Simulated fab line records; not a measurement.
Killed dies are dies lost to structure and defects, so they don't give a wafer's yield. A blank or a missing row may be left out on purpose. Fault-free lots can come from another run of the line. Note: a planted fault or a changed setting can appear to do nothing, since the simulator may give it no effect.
Which tool was responsible? / flow n5-finfet / 12 lots, 35 wafers sampled, at 5 steps of a route of 1938

== WHAT EACH GAUGE READ, for each wafer ==
N5_ZERO_LAYER_INSPECT_20: inspects for defects (darkfield). Usual: raw-defect-count reads 32 (standard deviation 12).
lot=L546; measured=day 1 13:15; on=defect-inspect-02; raw-defect-count=30 36; flag=
lot=L547; measured=day 1 19:17; on=defect-inspect-01; raw-defect-count=25 31 24; flag=
lot=L548; measured=day 2 01:24; on=defect-inspect-01; raw-defect-count=41 16 31; flag=
lot=L549; measured=day 2 07:30; on=defect-inspect-01; raw-defect-count=23 27 39; flag=
lot=L550; measured=day 2 14:51; on=defect-inspect-02; raw-defect-count=21 25 25; flag=
lot=L551; measured=day 2 19:53; on=defect-inspect-01; raw-defect-count=26 30 30; flag=
lot=L555; measured=day 3 19:30; on=defect-inspect-01; raw-defect-count=51 21 24; flag=
lot=L558; measured=day 4 13:23; on=defect-inspect-02; raw-defect-count=42 53 23; flag=
lot=L561; measured=day 5 07:40; on=defect-inspect-01; raw-defect-count=44 35 45; flag=
lot=L562; measured=day 5 13:25; on=defect-inspect-02; raw-defect-count=56 59 31; flag=
lot=L565; measured=day 6 07:25; on=defect-inspect-01; raw-defect-count=34 40 34; flag=
lot=L568; measured=day 7 01:15; on=defect-inspect-01; raw-defect-count=48 39 42; flag=

N5_WELL_APT_OVL_MEAS_26. Usual: PWELL_OVL typically reads 1 nm, with standard deviation 5.
lot=L546; measured=day 1 14:50; on=overlay-02; PWELL_OVL (nm)=1 0; flag=
lot=L547; measured=day 1 21:04; on=overlay-02; PWELL_OVL (nm)=-6 -7 -6; flag=
lot=L548; measured=day 2 02:59; on=overlay-01; PWELL_OVL (nm)=-4 -1 5; flag=
lot=L549; measured=day 2 09:29; on=overlay-02; PWELL_OVL (nm)=1 2 6; flag=
lot=L550; measured=day 2 16:26; on=overlay-01; PWELL_OVL (nm)=3 -6 2; flag=
lot=L551; measured=day 2 21:28; on=overlay-02; PWELL_OVL (nm)=-1 2 2; flag=
lot=L555; measured=day 3 21:22; on=overlay-01; PWELL_OVL (nm)=13 3 9; flag=
lot=L558; measured=day 4 15:21; on=overlay-02; PWELL_OVL (nm)=-6 -4 -4; flag=
lot=L561; measured=day 5 09:07; on=overlay-01; PWELL_OVL (nm)=10 5 8; flag=
lot=L562; measured=day 5 15:01; on=overlay-02; PWELL_OVL (nm)=-4 -4 -1; flag=
lot=L565; measured=day 6 09:00; on=overlay-01; PWELL_OVL (nm)=-6 3 4; flag=
lot=L568; measured=day 7 03:21; on=overlay-02; PWELL_OVL (nm)=3 4 -1; flag=

N5_PMOS_HMC_CHANNEL_EPI_CD_MEAS_09: target cd 237.4 nm. Usual: cd-nm reads 237.6 nm (standard deviation 0.96).
lot=L546; measured=day 1 17:04; on=cd-sem-03; cd-nm (nm)=236.3 237.1; flag=
lot=L547; measured=day 1 23:13; on=cd-sem-01; cd-nm (nm)=237.6 234.7 236.0; flag=
lot=L548; measured=day 2 05:07; on=cd-sem-01; cd-nm (nm)=238.8 237.4 238.6; flag=
lot=L549; measured=day 2 11:50; on=cd-sem-01; cd-nm (nm)=239.1 237.6 237.3; flag=
lot=L550; measured=day 2 18:44; on=cd-sem-03; cd-nm (nm)=237.3 237.2 236.9; flag=
lot=L551; measured=day 2 23:49; on=cd-sem-01; cd-nm (nm)=237.2 237.2 238.7; flag=
lot=L555; measured=day 3 23:23; on=cd-sem-03; cd-nm (nm)=221.1 222.1 219.9; flag=OFF
lot=L558; measured=day 4 18:01; on=cd-sem-03; cd-nm (nm)=234.9 237.8 236.1; flag=
lot=L561; measured=day 5 11:29; on=cd-sem-03; cd-nm (nm)=219.9 220.2 219.7; flag=OFF
lot=L562; measured=day 5 17:10; on=cd-sem-03; cd-nm (nm)=237.1 237.7 238.0; flag=
lot=L565; measured=day 6 11:24; on=cd-sem-03; cd-nm (nm)=238.6 239.0 238.8; flag=
lot=L568; measured=day 7 05:23; on=cd-sem-03; cd-nm (nm)=236.9 236.4 236.8; flag=

== EACH LOT AND THE TOOL THAT RAN IT (in order: tool; ch and the chambers of the sampled wafers; start) ==
lot=L546; N5_PMOS_HMC_CHANNEL_EPI_HM_DEP_34=pecvd-02 ch 1,2, day 1 16:48; N5_PMOS_HMC_CHANNEL_EPI_PEB_07=litho-track-03 ch 0, day 1 17:01
lot=L547; N5_PMOS_HMC_CHANNEL_EPI_HM_DEP_34=pecvd-02 ch 0,1,2, day 1 22:57; N5_PMOS_HMC_CHANNEL_EPI_PEB_07=litho-track-01 ch 0, day 1 23:10
lot=L548; N5_PMOS_HMC_CHANNEL_EPI_HM_DEP_34=pecvd-04 ch 1,2, day 2 04:43; N5_PMOS_HMC_CHANNEL_EPI_PEB_07=litho-track-01 ch 0, day 2 05:04
lot=L549; N5_PMOS_HMC_CHANNEL_EPI_HM_DEP_34=pecvd-04 ch 0,1,2, day 2 11:33; N5_PMOS_HMC_CHANNEL_EPI_PEB_07=litho-track-04 ch 0, day 2 11:46
lot=L550; N5_PMOS_HMC_CHANNEL_EPI_HM_DEP_34=pecvd-04 ch 1,2, day 2 18:19; N5_PMOS_HMC_CHANNEL_EPI_PEB_07=litho-track-01 ch 0, day 2 18:40
lot=L551; N5_PMOS_HMC_CHANNEL_EPI_HM_DEP_34=pecvd-04 ch 1,2, day 2 23:25; N5_PMOS_HMC_CHANNEL_EPI_PEB_07=litho-track-03 ch 0, day 2 23:45
lot=L555; N5_PMOS_HMC_CHANNEL_EPI_HM_DEP_34=pecvd-02 ch 0,1,2, day 3 23:06; N5_PMOS_HMC_CHANNEL_EPI_PEB_07=litho-track-04 ch 0, day 3 23:19
lot=L558; N5_PMOS_HMC_CHANNEL_EPI_HM_DEP_34=pecvd-01 ch 1,2, day 4 17:37; N5_PMOS_HMC_CHANNEL_EPI_PEB_07=litho-track-01 ch 0, day 4 17:58
lot=L561; N5_PMOS_HMC_CHANNEL_EPI_HM_DEP_34=pecvd-01 ch 0,1,2, day 5 11:05; N5_PMOS_HMC_CHANNEL_EPI_PEB_07=litho-track-04 ch 0, day 5 11:25
lot=L562; N5_PMOS_HMC_CHANNEL_EPI_HM_DEP_34=pecvd-01 ch 0,2, day 5 16:44; N5_PMOS_HMC_CHANNEL_EPI_PEB_07=litho-track-03 ch 0, day 5 17:05
lot=L565; N5_PMOS_HMC_CHANNEL_EPI_HM_DEP_34=pecvd-04 ch 0,1,2, day 6 10:59; N5_PMOS_HMC_CHANNEL_EPI_PEB_07=litho-track-03 ch 0, day 6 11:20
lot=L568; N5_PMOS_HMC_CHANNEL_EPI_HM_DEP_34=pecvd-01 ch 0,1,2, day 7 05:07; N5_PMOS_HMC_CHANNEL_EPI_PEB_07=litho-track-01 ch 0, day 7 05:20
- N5_PMOS_HMC_CHANNEL_EPI_HM_DEP_34: deposits SiO2 from TEOS/O2, target thk 36 nm, time 6.9 s.
- N5_PMOS_HMC_CHANNEL_EPI_PEB_07: peb time 60 s.

== WHAT THE TOOLS THEMSELVES READ (means of the sampled wafers that have a number; where no wafer has one, the mark that the record gives instead) ==
N5_PMOS_HMC_CHANNEL_EPI_HM_DEP_34. Usual: heater-power-w 577 W, standard deviation 79; showerhead-plenum-p-Torr 8.36 Torr, standard deviation 0.047; throttle-valve-pct 18.7 %, standard deviation 1.2.
lot=L546; tool=pecvd-02; heater-power-w (W)=528; showerhead-plenum-p-Torr (Torr)=8.32; throttle-valve-pct (%)=18.5; flag=
lot=L547; tool=pecvd-02; heater-power-w (W)=553; showerhead-plenum-p-Torr (Torr)=8.31; throttle-valve-pct (%)=18.3; flag=
lot=L548; tool=pecvd-04; heater-power-w (W)=629; showerhead-plenum-p-Torr (Torr)=8.37; throttle-valve-pct (%)=18.7; flag=
lot=L549; tool=pecvd-04; heater-power-w (W)=640; showerhead-plenum-p-Torr (Torr)=8.38; throttle-valve-pct (%)=18.5; flag=
lot=L550; tool=pecvd-04; heater-power-w (W)=724; showerhead-plenum-p-Torr (Torr)=8.38; throttle-valve-pct (%)=18.7; flag=
lot=L551; tool=pecvd-04; heater-power-w (W)=651; showerhead-plenum-p-Torr (Torr)=8.36; throttle-valve-pct (%)=18.6; flag=
lot=L555; tool=pecvd-02; heater-power-w (W)=481; showerhead-plenum-p-Torr (Torr)=8.31; throttle-valve-pct (%)=18.4; flag=
lot=L558; tool=pecvd-01; heater-power-w (W)=572; showerhead-plenum-p-Torr (Torr)=8.40; throttle-valve-pct (%)=20.0; flag=
lot=L561; tool=pecvd-01; heater-power-w (W)=606; showerhead-plenum-p-Torr (Torr)=8.38; throttle-valve-pct (%)=19.2; flag=
lot=L562; tool=pecvd-01; heater-power-w (W)=542; showerhead-plenum-p-Torr (Torr)=8.41; throttle-valve-pct (%)=17.8; flag=
lot=L565; tool=pecvd-04; heater-power-w (W)=644; showerhead-plenum-p-Torr (Torr)=8.38; throttle-valve-pct (%)=18.7; flag=
lot=L568; tool=pecvd-01; heater-power-w (W)=589; showerhead-plenum-p-Torr (Torr)=8.38; throttle-valve-pct (%)=19.0; flag=

N5_PMOS_HMC_CHANNEL_EPI_PEB_07. Usual: heater-power-total-W 175.2 W, standard deviation 1.7; plate-temp-C 109.99 C, standard deviation 0.13.
lot=L546; tool=litho-track-03; heater-power-total-W (W)=174.4; plate-temp-C (C)=110.00; flag=
lot=L547; tool=litho-track-01; heater-power-total-W (W)=175.8; plate-temp-C (C)=110.01; flag=
lot=L548; tool=litho-track-01; heater-power-total-W (W)=174.8; plate-temp-C (C)=109.89; flag=
lot=L549; tool=litho-track-04; heater-power-total-W (W)=177.2; plate-temp-C (C)=109.99; flag=
lot=L550; tool=litho-track-01; heater-power-total-W (W)=173.3; plate-temp-C (C)=110.02; flag=
lot=L551; tool=litho-track-03; heater-power-total-W (W)=175.1; plate-temp-C (C)=109.81; flag=
lot=L555; tool=litho-track-04; heater-power-total-W (W)=165.7; plate-temp-C (C)=105.09; flag=OFF
lot=L558; tool=litho-track-01; heater-power-total-W (W)=174.9; plate-temp-C (C)=110.01; flag=
lot=L561; tool=litho-track-04; heater-power-total-W (W)=164.1; plate-temp-C (C)=105.14; flag=OFF
lot=L562; tool=litho-track-03; heater-power-total-W (W)=175.5; plate-temp-C (C)=110.11; flag=
lot=L565; tool=litho-track-03; heater-power-total-W (W)=176.2; plate-temp-C (C)=109.96; flag=
lot=L568; tool=litho-track-01; heater-power-total-W (W)=175.0; plate-temp-C (C)=110.20; flag=

== THE ANSWER, worked out from the rows above alone ==
Rule: a lot is off if the mean of its wafers that have a number lies more than 3 standard deviations from the usual mean. A lot without any number at a reading at which 4 lots or more have one is off too. The other lots that the step has rows for count as sound. After the gauges, taken in route order, come the tools' own readings; for these a lot's mean is taken, as printed above. At the first step where some lot is off, the reading lying furthest off is the one used; lots without a number count as furthest.
Off: L555, L561, at N5_PMOS_HMC_CHANNEL_EPI_CD_MEAS_09 (cd-nm).
If a tool, at a process step before that reading, ran all the lots that are off and no sound lot after the first of them, it fits. Not tried: the gauges at N5_PMOS_HMC_CHANNEL_EPI_CD_MEAS_09; whatever is off there is also off at N5_PMOS_HMC_CHANNEL_EPI_PEB_07, on other tools, and gauge error can't account for it. One candidate fits, namely litho-track-04 at N5_PMOS_HMC_CHANNEL_EPI_PEB_07. Its last sound lot is L549 (day 2 11:46), its first lot that is off L555 (day 3 23:19): a fault that began between those two fits.
The tool's own readings at N5_PMOS_HMC_CHANNEL_EPI_PEB_07 bear it out: on the lots that are off they differ by more than 5 times the standard deviation of the sound lots' means. heater-power-total-W reads 164.9 W there against 175.2 W on the sound lots; plate-temp-C reads 105.12 C there against 110.00 C on the sound lots.

== WHAT THE SIMULATOR HAD INSERTED ==
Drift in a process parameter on litho-track-04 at N5_PMOS_HMC_CHANNEL_EPI_PEB_07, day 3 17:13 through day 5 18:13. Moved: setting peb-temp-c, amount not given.
Lots struck among those shown: L555, L561. The rule above found the same.
